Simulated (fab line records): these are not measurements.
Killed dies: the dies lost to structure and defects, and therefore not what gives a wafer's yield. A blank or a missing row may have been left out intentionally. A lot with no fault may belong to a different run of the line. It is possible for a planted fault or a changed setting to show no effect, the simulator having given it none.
A single fault, viewed from 3 desks / flow n5 finfet / each desk has only its own numbers; what lay behind them comes last

FOR THE TOOL OWNER'S DESK: litho track-04
The tool's own readings at N5_HKMG_FIN_COAT_41 (time 60 s, resist thk 300 nm): means of the sampled wafers that have a number, for each lot that ran on this tool. If a lot's mean is further than 4 standard deviations from the usual mean, the lot is out of limits and carries the mark OUT (the distance appears in the brackets).
Columns: A = heater power total W at N5_HKMG_FIN_COAT_41, usual 500.1 W; B = spin speed rpm at N5_HKMG_FIN_COAT_41, usual 1499.9 rpm
lot=L466; first seen here=day 4 17:11; A=500.3; B=1501.0
lot=L467; first seen here=day 4 22:01; A=498.9; B=1500.2
lot=L472; first seen here=day 6 02:30; A=501.2; B=1500.5
lot=L477; first seen here=day 7 11:14; A=499.1; B=1422.3 (-87) OUT
lot=L479; first seen here=day 7 22:55; A=500.2; B=1421.9 (-88) OUT
Finding of this desk: L477, L479 out of limits; the first was L477 at day 7 11:14, on spin speed rpm at N5_HKMG_FIN_COAT_41. L466, L467, L472: within limits.

AT THE METROLOGY DESK
Means of the sampled wafers that have a number, per lot and without regard to the tool the lot ran on: this is what the gauges read. If a lot's mean is further than 4 standard deviations from the usual mean, the lot is out of limits and carries the mark OUT (the distance appears in the brackets). Only the readings that lie furthest out on some lot appear, 7 of the 11 it has.
Columns: A = DIBL_P at N5_BEOL_M4_RC_MEAS_101, usual 37.0 mV/V; B = IOFF_P at N5_BEOL_M4_RC_MEAS_101, usual 0.22 nA/um; C = ION_N at N5_BEOL_M4_RC_MEAS_101, usual 673 uA/um; D = ION_P at N5_BEOL_M4_RC_MEAS_101, usual 462 uA/um; E = SS_N at N5_BEOL_M4_RC_MEAS_101, usual 71.7 mV/dec; F = VT_N at N5_BEOL_M4_RC_MEAS_101, usual 250 mV; G = VT_P at N5_BEOL_M4_RC_MEAS_101, usual -250 mV
lot=L466; first seen here=day 4 17:27; A=36.1; B=0.22; C=669; D=465; E=71.5; F=251; G=-248
lot=L467; first seen here=day 4 22:18; A=35.4; B=0.16; C=648; D=445; E=71.0; F=257; G=-253
lot=L471; first seen here=day 6 01:59; A=39.1; B=0.23; C=678; D=458; E=72.1; F=246; G=-252
lot=L472; first seen here=day 6 02:46; A=36.3; B=0.26; C=674; D=474; E=71.7; F=247; G=-243
lot=L474; first seen here=day 6 16:36; A=37.3; B=0.22; C=684; D=467; E=71.7; F=248; G=-250
lot=L477; first seen here=day 7 11:31; A=37.7; B=0.21; C=673; D=459; E=71.7; F=249; G=-254
lot=L478; first seen here=day 7 17:34; A=40.0; B=0.28; C=691; D=480; E=71.8; F=244; G=-245
lot=L479; first seen here=day 7 23:12; A=36.0; B=0.19; C=667; D=464; E=70.7; F=250; G=-250
lot=L480; first seen here=day 8 03:28; A=41.0; B=0.30; C=692; D=476; E=72.2; F=243; G=-243
lot=L486; first seen here=day 9 18:26; A=35.8; B=0.19; C=674; D=458; E=71.8; F=250; G=-253
Finding of this desk: none of the 10 lots has anything out of limits.

THE DEFECT DESK
What the inspections along the route counted, lot by lot: means of the sampled wafers that have a number. If a lot's mean is further than 4 standard deviations from the usual mean, the lot is out of limits and carries the mark OUT (the distance appears in the brackets).
Columns: A = raw defect count at N5_SDB_INSPECT_36, usual 36
lot=L466; first seen here=day 4 15:49; A=23
lot=L467; first seen here=day 4 20:36; A=49
lot=L471; first seen here=day 6 00:31; A=51
lot=L472; first seen here=day 6 01:13; A=37
lot=L474; first seen here=day 6 15:10; A=50
lot=L477; first seen here=day 7 09:58; A=50
lot=L478; first seen here=day 7 15:49; A=44
lot=L479; first seen here=day 7 21:35; A=26
lot=L480; first seen here=day 8 01:53; A=32
lot=L486; first seen here=day 9 16:46; A=34
Finding of this desk: none of the 10 lots has anything out of limits.

BROUGHT TOGETHER
On L477, L479, at day 7 11:14, an alarm was possible from the tool owner's desk.
Metrology desk: nothing out of limits seen.
The defect desk saw nothing out of limits.
The metrology desk holds a record of L477, L479, inside its limits.
The defect desk has L477, L479 on record, within its limits.
Every lot named ran N5_HKMG_FIN_COAT_41 on litho track-04.

WHAT THE SIMULATOR PUT IN
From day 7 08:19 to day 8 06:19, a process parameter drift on litho track-04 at N5_HKMG_FIN_COAT_41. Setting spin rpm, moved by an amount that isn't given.
Shown lots that were struck: L477, L479.
Hours from the fault's start to each desk's first reading out of limits: the tool owner's desk, 3.
